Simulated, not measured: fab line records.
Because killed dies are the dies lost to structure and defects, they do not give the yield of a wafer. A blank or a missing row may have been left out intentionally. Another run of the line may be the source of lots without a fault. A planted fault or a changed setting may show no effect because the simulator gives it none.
fab line records	flow n5Finfet
record lots=7	wafers=39
route steps=1938 shown BEOL_M9@1446 BEOL_M14@1762 PASSIVATION@1916
startH: hours from the record's first day to the start of the lot's first wafer shown	waitH: hours since the lot's step before	" the same as in the row above	L1.1+2: a single row standing in for several wafers	- value missing, or start not given	* or withheld: withheld	< > ~ a bound
route shown NAME@n: names a module that has steps shown in the file, with the first one's number in the route	usual: mean and standard deviation over wafers with no fault	same: alike in all rows	chamber/n: place in a boat	sites: each site's reading	_std_site: the standard deviation of these	_edge_site: the outer-site mean with the inner-site mean subtracted	radiusMm: for every site, how far away it sits from the centre of the wafer	mask NAME#n: copy n	behind: the most recent tool/chamber to have shaped the wafer	hold: why the lot was held/for how many hours/how that ended	device: whichever transistor did not switch (one of n, p or np)	end of line: tests run on the same wafers once the route is complete	where a step has no rows: the recipe by itself	killed: dies that structure and defects cost at the first sort, which is not the same as the wafer's yield	map: a wafer's dies, marking killed ones x, the rest . and places with no die _
set.NAME: the run value of the setting; set.NAME@STEP: its run value at that earlier step	model.NAME: the simulator's own value behind a step, which no gauge read
lots with deliberately changed settings; one table per step, one row per wafer
## steps
# step N5_BEOL_M9_TRENCH_ETCH_37
# recipe chemistry=C4F6/O2	targetDepthA=1514.3	target=SiCOH_lowk	timeS=49	ionEnergyEv=250	pressureMtorr=30	sourceW=345	biasW=185	Ar_flow_sccm=300	C4F6_flow_sccm=10	O2_flow_sccm=10
lot.wafer	tool	chamber	startH	waitH	set.targetDepthA	model.BEOL_M9.featureDepthNm	model.etch.depthNm	model.TiN_of_BEOL_M9_HM_DEP_02.thkNm
L076.1	rieDiel-02	1	-	-	1514.3	146.8	146.7	16
L076.2	"	0	"	"	1514.3	145.6	145.6	16.4
L076.3	"	3	"	"	1056	103.6	103.7	17.4
L076.4	"	2	"	"	1056	101	100.9	17.2
L076.5	"	3	"	"	1056	103.6	103.6	17.4
L076.6	"	0	"	"	1514.3	145.6	145.6	16
L078.1	rieDiel-06	1	-	-	1514.3	151.6	151.6	15.8
L078.2	"	2	"	"	663.6	63.6	63.6	18
L078.3	"	0	"	"	1514.3	155.4	155.4	15.6
L078.4	"	3	"	"	663.6	65.2	65.16	17.8
L078.5	"	0	"	"	1514.3	154.4	154.4	15.6
L078.6	"	3	"	"	663.6	64.8	64.78	18
L081.1	rieDiel-02	1	-	-	1514.3	147.6	147.6	15.8
L081.2	"	0	"	"	1514.3	145.4	145.4	15.8
L081.3	"	3	"	"	1514.3	148.4	148.5	15.8
L081.4	"	2	"	"	1514.3	148.8	148.8	15.8
L081.5	"	1	"	"	1514.3	147.8	147.7	16
L081.6	"	0	"	"	1514.3	147.2	147.3	15.8
L080.1	rieDiel-06	0	-	-	1272	128.2	128.3	17
L080.2	"	2	"	"	1514.3	145.4	145.3	16.4
L080.3	"	3	"	"	1514.3	147.6	147.6	16.4
L080.4	"	1	"	"	1272	125.8	125.8	17
L080.5	"	2	"	"	1272	121.4	121.5	17
L080.6	"	1	"	"	1514.3	149	148.9	16.4
L086.1	rieDiel-04	0	-	-	1514.3	154.4	154.5	15.4
L086.2	"	2	"	"	1220	121.4	121.4	16.6
L086.3+5	"	3	"	"	1514.3	154.4	154.3	15.8
L086.4	"	1	"	"	1220	121.6	121.7	16.6
L086.6	"	2	"	"	1220	121.8	121.9	16.4
L089.2	rieDiel-02	0	-	-	1514.3	156.6	156.6	16
L089.5	"	2	"	"	1514.3	147	147	16
L089.6	"	1	"	"	1514.3	146.6	146.6	15.8
L090.1	rieDiel-06	1	-	-	1514.3	151.6	151.7	15.6
L090.2	"	3	"	"	1944	193.4	193.3	14.8
L090.3	"	2	"	"	1514.3	146	146	15.8
L090.4	"	0	"	"	1514.3	154.2	154.3	15.8
L090.5	"	1	"	"	1944	194.2	194.2	14.2
L090.6	"	2	"	"	1944	187.2	187.2	15
# step N5_BEOL_M9_ETCH_41
# recipe chemistry=CH3F/O2	target=SiCN	targetDepthA=366	taperDeg=2	timeS=70.1	ionEnergyEv=120	maskMaterial=TiN	pressureMtorr=30	sourceW=395	biasW=75	Ar_flow_sccm=150	CH3F_flow_sccm=30	O2_flow_sccm=20
# step N5_BEOL_M9_STRIP_80
# recipe chemistry=N2/H2	timeS=10	powerW=450	tempC=40	pressureMtorr=20	rfFrequencyHz=6e+07	biasPowerW=7	n2FlowSccm=200	h2FlowSccm=200
# step N5_BEOL_M9_OCD_MEAS_38
# usual trenchDepthNm=150/3.5
lot.wafer	tool	chamber	startH	waitH	set.targetDepthA@BEOL_M9_TRENCH_ETCH_37	trenchDepthNm
L076.1	ocd-02	-	232.21	-	1514.3	147
L076.2	"	-	"	"	1514.3	146
L076.3	"	-	"	"	1056	103
L076.4	"	-	"	"	1056	101
L076.5	"	-	"	"	1056	103
L076.6	"	-	"	"	1514.3	146
L078.1	ocd-01	-	262.12	-	1514.3	151
L078.2	"	-	"	"	663.6	63
L078.3	"	-	"	"	1514.3	155
L078.4	"	-	"	"	663.6	65
L078.5	"	-	"	"	1514.3	155
L078.6	"	-	"	"	663.6	65
L081.1	ocd-01	-	263.64	-	1514.3	147
L081.2	"	-	"	"	1514.3	146
L081.3	"	-	"	"	1514.3	149
L081.4	"	-	"	"	1514.3	149
L081.5	"	-	"	"	1514.3	148
L081.6	"	-	"	"	1514.3	147
L080.1	ocd-02	-	263.71	-	1272	128
L080.2	"	-	"	"	1514.3	146
L080.3	"	-	"	"	1514.3	148
L080.4	"	-	"	"	1272	125
L080.5	"	-	"	"	1272	122
L080.6	"	-	"	"	1514.3	149
L086.1	ocd-01	-	303.72	-	1514.3	154
L086.2	"	-	"	"	1220	121
L086.3	"	-	"	"	1514.3	155
L086.4	"	-	"	"	1220	122
L086.5	"	-	"	"	1514.3	154
L086.6	"	-	"	"	1220	122
L089.2	ocd-01	-	324.61	-	1514.3	157
L089.5	"	-	"	"	1514.3	147
L089.6	"	-	"	"	1514.3	146
L090.1	ocd-01	-	335.79	-	1514.3	152
L090.2	"	-	"	"	1944	194
L090.3	"	-	"	"	1514.3	146
L090.4	"	-	"	"	1514.3	155
L090.5	"	-	"	"	1944	194
L090.6	"	-	"	"	1944	187
# step N5_BEOL_M9_CVD_78
# recipe material=Co	targetThkA=20	tempC=withheld	precursor=CCTBA/H2	pressureTorr=30	timeS=138.9
lot.wafer	tool	chamber	startH	waitH	set.targetThkA	model.Co_of_BEOL_M9_CVD_78.thkNm
L076.1+2+6	cvdCo-02	2,1,1	235.57	0.1	20	2
L076.3+4+5	"	0,0,2	"	"	20	2.2
L078.1+2+3+4+5	cvdCo-01	1,0,2,0,2	263.59	0.0	20	2
L078.6	"	1	"	"	20	2.2
L081.1+3	cvdCo-02	0,2	264.77	0.1	20	2.4
L081.2+4+5+6	"	1,1,2,0	"	"	20	2.2
L080.1+5+6	cvdCo-02	2,1,0	264.90	0.0	31.32	3.2
L080.2+4	"	1,2	"	"	20	2
L080.3	"	0	"	"	20	2.2
L086.1+5	cvdCo-02	2,0	306.14	0.0	20	2.2
L086.2	"	1	"	"	12.24	1.4
L086.3+6	"	0,1	"	"	12.24	1.2
L086.4	"	2	"	"	20	2
L089.2+5+6	cvdCo-01	0,0,1	326.58	0.2	20	2
L090.1+2	cvdCo-02	2,0	337.10	0.2	16.9	1.6
L090.3+5+6	"	0,2,0	"	"	20	2
L090.4	"	2	"	"	16.9	1.8
# step N5_BEOL_M9_SPUTTER_48
# recipe material=Cu	targetThkA=120	tempC=-20	biasV=60	powerW=26000	chamberPressurePa=0.13	timeS=2
# step N5_BEOL_M9_ECD_50
# recipe material=Cu	targetThkA=3180
# step N5_BEOL_M9_ANNEAL_51
# recipe tempC=225	timeS=90	ambient=N2
# step N5_BEOL_M9_CMP_52
# recipe stopOn=SiCOH_lowk	tOverpolishS=7	downForcePsi=1	platenRpm=50	clearingPlatenDownForcePsi=1.5	clearingPlatenRpm=50	postCmpClean=cuAlkaline	targetThkNm=140	clearingPlatenPadVelocityMS=0.99484	padVelocityMS=0.99484
lot.wafer	tool	chamber	startH	waitH	set.targetDepthA@BEOL_M9_TRENCH_ETCH_37	model.Cu_of_BEOL_M9_ECD_50.thkNm
L076.2	cmp-02	1	236.59	0.2	1514.3	132.2
L076.3	"	2	"	"	1056	89.8
L076.1	"	3	"	"	1514.3	135.6
L076.4	"	0	"	"	1056	88
L076.5	"	1	"	"	1056	90.2
L076.6	"	2	"	"	1514.3	131.4
L078.3	cmp-03	2	264.49	0.2	1514.3	143.8
L078.4	"	3	"	"	663.6	52
L078.2	"	0	"	"	663.6	51.8
L078.1+5	"	1,3	"	"	1514.3	140.8
L078.6	"	2	"	"	663.6	52.6
L081.2	cmp-03	0	265.44	0.2	1514.3	133
L081.3	"	1	"	"	1514.3	137.2
L081.4+5	"	2,1	"	"	1514.3	136.2
L081.1	"	3	"	"	1514.3	134
L081.6	"	0	"	"	1514.3	134.8
L080.4	cmp-03	0	265.71	0.1	1272	113.6
L080.2	"	1	"	"	1514.3	133
L080.3	"	2	"	"	1514.3	133.2
L080.1	"	3	"	"	1272	113
L080.6	"	0	"	"	1514.3	135.8
L080.5	"	1	"	"	1272	108.4
L086.1	cmp-01	3	307.21	0.4	1514.3	142.8
L086.4	"	0	"	"	1220	108.6
L086.2+6	"	1,0	"	"	1220	109
L086.3	"	2	"	"	1514.3	141.4
L086.5	"	3	"	"	1514.3	141.6
L089.2	cmp-02	0	327.63	0.2	1514.3	145.6
L089.5	"	0	"	"	1514.3	135.6
L089.6	"	1	"	"	1514.3	133.2
L090.1	cmp-01	1	338.33	0.3	1514.3	142.4
L090.2	"	2	"	"	1944	182.8
L090.4	"	3	"	"	1514.3	144.8
L090.3	"	0	"	"	1514.3	134.6
L090.5	"	1	"	"	1944	184.2
L090.6	"	2	"	"	1944	176.8
# step N5_BEOL_M9_THK_MEAS_53
# recipe thkMeasGauge=xrf	reads=Cu_of_BEOL_M9_ECD_50
# usual M9_THK=138/4.4
lot.wafer	tool	chamber	startH	waitH	set.targetDepthA@BEOL_M9_TRENCH_ETCH_37	M9_THK[nm]
L076.1	filmMetro-02	-	236.88	-	1514.3	136
L076.2	"	-	"	"	1514.3	134
L076.3	"	-	"	"	1056	91
L076.4	"	-	"	"	1056	89
L076.5	"	-	"	"	1056	91
L076.6	"	-	"	"	1514.3	132
L078.1	filmMetro-02	-	264.78	-	1514.3	141
L078.2	"	-	"	"	663.6	51
L078.3	"	-	"	"	1514.3	144
L078.4	"	-	"	"	663.6	52
L078.5	"	-	"	"	1514.3	141
L078.6	"	-	"	"	663.6	53
L081.1	filmMetro-02	-	265.74	-	1514.3	134
L081.2	"	-	"	"	1514.3	134
L081.3	"	-	"	"	1514.3	138
L081.4	"	-	"	"	1514.3	137
L081.5	"	-	"	"	1514.3	137
L081.6	"	-	"	"	1514.3	135
L080.1	filmMetro-01	-	266.01	-	1272	112
L080.2	"	-	"	"	1514.3	131
L080.3	"	-	"	"	1514.3	132
L080.4	"	-	"	"	1272	112
L080.5	"	-	"	"	1272	107
L080.6	"	-	"	"	1514.3	134
L086.1	filmMetro-01	-	307.50	-	1514.3	141
L086.2	"	-	"	"	1220	107
L086.3	"	-	"	"	1514.3	139
L086.4	"	-	"	"	1220	107
L086.5	"	-	"	"	1514.3	139
L086.6	"	-	"	"	1220	107
L089.2	filmMetro-01	-	327.93	-	1514.3	143
L089.5	"	-	"	"	1514.3	133
L089.6	"	-	"	"	1514.3	130
L090.1	filmMetro-02	-	338.62	-	1514.3	145
L090.2	"	-	"	"	1944	187
L090.3	"	-	"	"	1514.3	137
L090.4	"	-	"	"	1514.3	147
L090.5	"	-	"	"	1944	188
L090.6	"	-	"	"	1944	180
# step N5_BEOL_M9_PRE_CLEAN_55
# recipe gas=NH3	timeS=15	tempC=withheld	rfPowerW=300
# step N5_BEOL_M9_DEP_56
# recipe material=SiCN	targetThkA=150	tempC=withheld	precursor=3MS/NH3	pressureTorr=3	rfW=202	timeS=26.5
# step N5_BEOL_M9_RS_MEAS_57
# recipe thkMeasGauge=four-point-probe	reads=Cu_of_BEOL_M9_ECD_50+Co_of_BEOL_M9_CVD_78+TaN_of_BEOL_M9_ALD_74
# usual M9_RS=0.153/0.0048
lot.wafer	tool	chamber	startH	waitH	set.targetDepthA@BEOL_M9_TRENCH_ETCH_37	M9_RS[ohm/sq]
L076.1	filmMetro-02	-	237.02	0.1	1514.3	0.157
L076.2	"	-	"	"	1514.3	0.161
L076.3	"	-	"	"	1056	0.249
L076.4	"	-	"	"	1056	0.255
L076.5	"	-	"	"	1056	0.248
L076.6	"	-	"	"	1514.3	0.162
L078.1	filmMetro-01	-	264.92	0.1	1514.3	0.150
L078.2	"	-	"	"	663.6	0.483
L078.3	"	-	"	"	1514.3	0.146
L078.4	"	-	"	"	663.6	0.480
L078.5	"	-	"	"	1514.3	0.150
L078.6	"	-	"	"	663.6	0.472
L081.1	filmMetro-02	-	265.87	0.1	1514.3	0.159
L081.2	"	-	"	"	1514.3	0.160
L081.3	"	-	"	"	1514.3	0.154
L081.4	"	-	"	"	1514.3	0.156
L081.5	"	-	"	"	1514.3	0.155
L081.6	"	-	"	"	1514.3	0.157
L080.1	filmMetro-02	-	266.14	0.1	1272	0.191
L080.2	"	-	"	"	1514.3	0.159
L080.3	"	-	"	"	1514.3	0.159
L080.4	"	-	"	"	1272	0.190
L080.5	"	-	"	"	1272	0.201
L080.6	"	-	"	"	1514.3	0.156
L086.1	filmMetro-02	-	307.64	0.1	1514.3	0.147
L086.2	"	-	"	"	1220	0.200
L086.3	"	-	"	"	1514.3	0.149
L086.4	"	-	"	"	1220	0.201
L086.5	"	-	"	"	1514.3	0.149
L086.6	"	-	"	"	1220	0.200
L089.2	filmMetro-02	-	328.12	0.1	1514.3	0.144
L089.5	"	-	"	"	1514.3	0.157
L089.6	"	-	"	"	1514.3	0.160
L090.1	filmMetro-02	-	338.76	0.1	1514.3	0.148
L090.2	"	-	"	"	1944	0.113
L090.3	"	-	"	"	1514.3	0.158
L090.4	"	-	"	"	1514.3	0.146
L090.5	"	-	"	"	1944	0.112
L090.6	"	-	"	"	1944	0.117
# step N5_BEOL_M14_SPUTTER_43
# recipe material=TaN	targetThkA=150	tempC=50	biasV=168.6	powerW=15000	chamberPressurePa=0.12	timeS=24.19
lot.wafer	tool	chamber	startH	waitH	set.targetThkA	model.TaN_of_BEOL_M14_SPUTTER_43.thkNm
L076.1+3	pvdSputter-02	-	267.93	0.0	219.3	21.6
L076.2+4	"	-	"	"	150	14.8
L076.5	"	-	"	"	219.3	21.4
L076.6	"	-	"	"	150	14.6
L078.1+2+4	pvdSputter-02	-	301.67	0.0	150	15
L078.3+6	"	-	"	"	176.5	17.8
L078.5	"	-	"	"	176.5	17.6
L080.1	pvdSputter-03	-	306.92	0.0	227.5	22.6
L080.2+5	"	-	"	"	150	15
L080.3+6	"	-	"	"	227.5	22.8
L080.4	"	-	"	"	150	14.8
L081.1+4+6	pvdSputter-02	-	307.33	0.0	150	15
L081.2+3+5	"	-	"	"	122.4	12.2
L086.1	pvdSputter-03	-	336.54	0.0	68.03	6.6
L086.2	"	-	"	"	150	14.6
L086.3	"	-	"	"	150	14.8
L086.4	"	-	"	"	150	15
L086.5+6	"	-	"	"	68.03	6.8
L089.2+5+6	pvdSputter-03	-	366.10	0.0	150	14.8
L090.1+4+5	pvdSputter-01	-	376.18	0.0	150	14.6
L090.2+6	"	-	"	"	224.8	22
L090.3	"	-	"	"	224.8	22.2
# step N5_BEOL_M14_SPUTTER_44
# recipe material=Ta	targetThkA=150	tempC=50	biasV=80	powerW=15000	chamberPressurePa=0.07	timeS=24.19
# step N5_BEOL_M14_SPUTTER_45
# recipe material=Cu	targetThkA=1000	tempC=-20	biasV=60	powerW=26000	chamberPressurePa=0.13	timeS=16.67
# step N5_BEOL_M14_ECD_47
# recipe material=Cu	targetThkA=12480
# step N5_BEOL_M14_ANNEAL_48
# recipe tempC=225	timeS=90	ambient=N2
# step N5_BEOL_M14_CMP_49
# recipe stopOn=SiO2	tOverpolishS=5.2	downForcePsi=2	platenRpm=80	clearingPlatenDownForcePsi=2	clearingPlatenRpm=80	postCmpClean=cuAlkaline	targetThkNm=560	clearingPlatenPadVelocityMS=1.5917	padVelocityMS=1.5917
# usual barrierFieldEndpointS=11.3/0.33
lot.wafer	tool	chamber	startH	waitH	set.targetThkA@BEOL_M14_SPUTTER_43	barrierFieldEndpointS
L076.4	cmp-02	1	268.70	0.1	150	10.7
L076.2	"	2	"	"	150	10.8
L076.1	"	3	"	"	219.3	14.1
L076.3	"	0	"	"	219.3	13.9
L076.5	"	1	"	"	219.3	13.6
L076.6	"	2	"	"	150	10.5
L078.4	cmp-03	0	302.76	0.1	150	11.3
L078.1	"	1	"	"	150	12.0
L078.2	"	2	"	"	150	11.4
L078.3	"	3	"	"	176.5	12.1
L078.6	"	0	"	"	176.5	12.7
L078.5	"	1	"	"	176.5	13.0
L080.3	cmp-02	3	307.80	0.2	227.5	14.4
L080.1	"	0	"	"	227.5	14.2
L080.4	"	1	"	"	150	10.9
L080.2	"	2	"	"	150	10.9
L080.5	"	3	"	"	150	11.5
L080.6	"	0	"	"	227.5	14.3
L081.4	cmp-02	0	308.68	0.2	150	11.3
L081.1	"	1	"	"	150	11.0
L081.3	"	2	"	"	122.4	9.8
L081.2	"	3	"	"	122.4	10.4
L081.5	"	0	"	"	122.4	10.1
L081.6	"	1	"	"	150	10.8
L086.2	cmp-02	0	337.30	0.2	150	11.1
L086.3	"	1	"	"	150	11.1
L086.4	"	2	"	"	150	11.0
L086.1	"	3	"	"	68.03	8.2
L086.5	"	0	"	"	68.03	8.1
L086.6	"	1	"	"	68.03	8.1
L089.2	cmp-04	1	366.94	0.3	150	11.3
L089.6	"	3	"	"	150	11.0
L089.5	"	0	"	"	150	11.0
L090.2	cmp-04	2	377.51	0.2	224.8	14.2
L090.1	"	3	"	"	150	11.4
L090.3	"	0	"	"	224.8	14.3
L090.4	"	1	"	"	150	11.9
L090.5	"	2	"	"	150	11.4
L090.6	"	3	"	"	224.8	14.1
# step N5_PASSIVATION_PECVD_35
# recipe material=SiNx	targetThkA=7000	tempC=400	precursor=SiH4/NH3/N2	pressureTorr=4.9	rfW=1406	timeS=151.3
lot.wafer	tool	chamber	startH	waitH	set.timeS	model.SiNx_of_PASSIVATION_PECVD_35.thkNm
L076.1	pecvd-02	1	285.05	0.1	151.3	694.6
L076.2	"	0	"	"	151.3	701.4
L076.3	"	0	"	"	236.7	1105
L076.4	"	1	"	"	236.7	1112
L076.5	"	1	"	"	151.3	715.4
L076.6	"	0	"	"	236.7	1097
L078.1	pecvd-02	1	318.89	0.1	151.3	700.4
L078.2	"	2	"	"	151.3	693.2
L078.3	"	1	"	"	98.91	469
L078.4	"	2	"	"	98.91	454.2
L078.5	"	2	"	"	151.3	702.6
L078.6	"	1	"	"	98.91	464.6
L080.1	pecvd-02	1	324.26	0.1	151.3	698.4
L080.2	"	2	"	"	151.3	691.6
L080.3	"	0	"	"	232	1065
L080.4	"	0	"	"	151.3	706.4
L080.5	"	2	"	"	232	1085
L080.6	"	1	"	"	232	1092
L081.1	pecvd-03	1	327.89	0.1	151.3	696.2
L081.2	"	2	"	"	151.3	698.4
L081.3	"	0	"	"	65.38	295.8
L081.4	"	2	"	"	65.38	302.4
L081.5	"	1	"	"	65.38	309.6
L081.6	"	0	"	"	151.3	707.2
L086.1	pecvd-02	0	356.68	0.1	151.3	692.8
L086.2	"	2	"	"	151.3	705
L086.3	"	1	"	"	78.29	366.6
L086.4	"	2	"	"	78.29	383.8
L086.5	"	1	"	"	78.29	368.8
L086.6	"	0	"	"	151.3	698.6
L089.2	pecvd-03	1	382.82	0.1	151.3	695.4
L089.5	"	2	"	"	151.3	700.6
L089.6	"	0	"	"	151.3	703.8
L090.1	pecvd-03	1	393.94	0.1	151.3	696.4
L090.2	"	0	"	"	151.3	696.2
L090.3	"	2	"	"	151.3	694.2
L090.4	"	2	"	"	151.3	699.8
L090.5	"	1	"	"	151.3	707.4
L090.6	"	0	"	"	151.3	705.6
## key
split step=N5_BEOL_M9_TRENCH_ETCH_37	setting=targetDepthA	stated=1514.3	by=wafer
response step=N5_BEOL_M9_TRENCH_ETCH_37	reading=model.BEOL_M9.featureDepthNm	change=+1.54	per=1%	r=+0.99
response step=N5_BEOL_M9_TRENCH_ETCH_37	reading=model.etch.depthNm	change=+1.54	per=1%	r=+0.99
response step=N5_BEOL_M9_TRENCH_ETCH_37	reading=model.TiN_of_BEOL_M9_HM_DEP_02.thkNm	change=-0.04	per=1%	r=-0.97
response step=N5_BEOL_M9_OCD_MEAS_38	reading=trenchDepthNm	change=+1.54	per=1%	r=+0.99
response step=N5_BEOL_M9_CMP_52	reading=model.Cu_of_BEOL_M9_ECD_50.thkNm	change=+1.55	per=1%	r=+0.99
response step=N5_BEOL_M9_THK_MEAS_53	reading=M9_THK	change=+1.56	per=1%	r=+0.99
response step=N5_BEOL_M9_RS_MEAS_57	reading=M9_RS	change=-0.00434	per=1%	r=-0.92
split step=N5_BEOL_M9_CVD_78	setting=targetThkA	stated=20	by=wafer
response step=N5_BEOL_M9_CVD_78	reading=model.Co_of_BEOL_M9_CVD_78.thkNm	change=+0.0208	per=1%	r=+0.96
split step=N5_BEOL_M14_SPUTTER_43	setting=targetThkA	stated=150	by=wafer
response step=N5_BEOL_M14_SPUTTER_43	reading=model.TaN_of_BEOL_M14_SPUTTER_43.thkNm	change=+0.149	per=1%	r=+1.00
response step=N5_BEOL_M14_CMP_49	reading=barrierFieldEndpointS	change=+0.0587	per=1%	r=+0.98
split step=N5_PASSIVATION_PECVD_35	setting=timeS	stated=151.3	by=wafer
response step=N5_PASSIVATION_PECVD_35	reading=model.SiNx_of_PASSIVATION_PECVD_35.thkNm	change=+7	per=1%	r=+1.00
